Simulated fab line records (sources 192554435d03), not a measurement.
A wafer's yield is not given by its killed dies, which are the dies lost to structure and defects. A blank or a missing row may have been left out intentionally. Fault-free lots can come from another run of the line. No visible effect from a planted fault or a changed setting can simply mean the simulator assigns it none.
The same fault as seen by 2 desks :: flow n5-finfet :: every desk sees just its own numbers, and what lay behind them comes last

== METROLOGY DESK ==
What the gauges read, lot by lot, whatever tool the lot ran on: means of the sampled wafers that have a number. A lot is out of limits, marked OUT, if its mean lies more than 4 standard deviations from the usual mean; the brackets give that distance.
Columns: A = trench-depth-nm at N5_BEOL_M10_OCD_MEAS_38, usual 149.5 nm
lot: L658
first seen here: day 10 07:09
A: 150.5

lot: L661
first seen here: day 11 11:43
A: 147.4

lot: L660
first seen here: day 11 11:56
A: 148.7

lot: L662
first seen here: day 12 06:12
A: 152.2

lot: L665
first seen here: day 12 08:31
A: 151.2

lot: L667
first seen here: day 12 12:29
A: 150.3

lot: L663
first seen here: day 12 12:50
A: 149.4

lot: L666
first seen here: day 13 11:05
A: 150.5

lot: L669
first seen here: day 14 04:35
A: 150.0

lot: L676
first seen here: day 15 11:22
A: 148.3

lot: L678
first seen here: day 16 11:06
A: 148.2

lot: L679
first seen here: day 16 20:50
A: 151.2
Result from this desk: across the 12 lots, nothing is out of limits.

== THE TOOL OWNER'S DESK: rie-diel-02 ==
The tool's own readings at N5_BEOL_M10_ETCH_65 (etches SiARC in CF4, target depth 39 nm, time 65 s): means of the sampled wafers that have a number, for each lot that ran on this tool. A lot is out of limits, marked OUT, if its mean lies more than 4 standard deviations from the usual mean; the brackets give that distance.
Columns: A = drypump-motor-current-A at N5_BEOL_M10_ETCH_65, usual 5.7 A; B = etch-rf-on-time-s at N5_BEOL_M10_ETCH_65, usual 64.7 s; C = oes-product-au at N5_BEOL_M10_ETCH_65, usual 0.70 a.u.; D = rf-vpp-V at N5_BEOL_M10_ETCH_65, usual 183.7 V; E = showerhead-plenum-p-Torr at N5_BEOL_M10_ETCH_65, usual 2.11 Torr; F = throttle-valve-pct at N5_BEOL_M10_ETCH_65, usual 15.58 %
lot: L660
first seen here: day 11 11:29
A: 5.9
B: 64.8
C: 0.75
D: 183.8
E: 2.18
F: 15.39

lot: L665
first seen here: day 12 08:03
A: 5.9
B: 64.5
C: 0.72
D: 184.6
E: 2.15
F: 15.49

lot: L667
first seen here: day 12 12:02
A: 5.9
B: 56.9 (-4.6) OUT
C: 0.79
D: 183.7
E: 2.15
F: 15.50

lot: L666
first seen here: day 13 10:37
A: 6.3
B: 57.8 (-4.1) OUT
C: 0.77
D: 184.1
E: 2.15
F: 15.46

lot: L669
first seen here: day 14 04:07
A: 5.5
B: 52.8 (-7.0) OUT
C: 0.80
D: 184.6
E: 2.17
F: 15.55

lot: L679
first seen here: day 16 20:22
A: 5.9
B: 63.4
C: 0.70
D: 184.9
E: 2.21
F: 15.49
Finding of this desk: L666, L667, L669 out of limits; the first was L667 at day 12 12:02, on etch-rf-on-time-s at N5_BEOL_M10_ETCH_65. In limits: L660, L665, L679.

== TAKEN TOGETHER ==
At day 12 12:02, on L666, L667, L669, the tool owner's desk was in a position to raise an alarm.
At the metrology desk, nothing out of limits was observed.
The metrology desk has L666, L667, L669 on record, within its limits.
Every lot named ran N5_BEOL_M10_ETCH_65 on rie-diel-02.

== WHAT THE SIMULATOR PUT IN ==
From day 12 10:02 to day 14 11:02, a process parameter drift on rie-diel-02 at N5_BEOL_M10_ETCH_65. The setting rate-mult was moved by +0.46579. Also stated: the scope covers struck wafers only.
Struck lots among those shown: L666, L667, L669.
How many hours passed from the start of the fault until each desk's first out-of-limits reading: the tool owner's desk, 2.
